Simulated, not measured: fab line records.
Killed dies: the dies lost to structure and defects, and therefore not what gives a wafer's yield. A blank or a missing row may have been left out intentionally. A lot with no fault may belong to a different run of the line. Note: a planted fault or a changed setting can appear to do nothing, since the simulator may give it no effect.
Matching of chambers :: flow nand harc :: NHARC_P_BONDPAD_DEP_00 on pecvd-03 has 3 sister chambers
The step deposits SiCN, target thk 250 nm. 3 wafers are shown with their chamber, then 11 later ones without.

## EACH WAFER AND ITS CHAMBER
wafer: L087.1
chamber: 0
heater power w (W): 471

wafer: L087.6
chamber: 1
heater power w (W): 585

wafer: L090.1
chamber: 2
heater power w (W): 532

## WAFERS WITH NO CHAMBER GIVEN
wafer: L090.3
heater power w (W): 514

wafer: L090.6
heater power w (W): 542

wafer: L091.4
heater power w (W): 624

wafer: L091.5
heater power w (W): 495

wafer: L091.6
heater power w (W): 499

wafer: L096.1
heater power w (W): 472

wafer: L096.2
heater power w (W): 605

wafer: L096.3
heater power w (W): 611

wafer: L097.3
heater power w (W): 514

wafer: L097.4
heater power w (W): 636

wafer: L097.6
heater power w (W): 480

## CHAMBER TAKEN BY EACH
wafer: L090.3
from the rows above: can't be placed: 2 or 0
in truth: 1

wafer: L090.6
from the rows above: can't be placed: 2 or 1
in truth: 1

wafer: L091.4
from the rows above: 1
in truth: 1

wafer: L091.5
from the rows above: can't be placed: 0 or 2
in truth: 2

wafer: L091.6
from the rows above: can't be placed: 0 or 2
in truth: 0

wafer: L096.1
from the rows above: 0
in truth: 0

wafer: L096.2
from the rows above: 1
in truth: 1

wafer: L096.3
from the rows above: 1
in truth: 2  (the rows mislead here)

wafer: L097.3
from the rows above: can't be placed: 2 or 0
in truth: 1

wafer: L097.4
from the rows above: 1
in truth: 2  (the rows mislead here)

wafer: L097.6
from the rows above: can't be placed: 0 or 2
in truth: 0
Placed correctly: 3 of 11. From these rows, 6 cannot be placed; in 4 the true chamber is one of the candidates. Number placed wrongly: 2.
How it was worked out, from the rows above alone: a wafer's distance from a chamber is the root of the sum, over the readings, of the square of ((its reading less the chamber's mean) divided by the reading's scatter). The wafer belongs to the nearest chamber; if the next one is less than 2 further off, it can't be placed. Each chamber's mean is taken over the wafers shown for it. The scatter: root of mean squared gap, hidden wafer to nearest shown wafer, with one shown wafer a chamber.
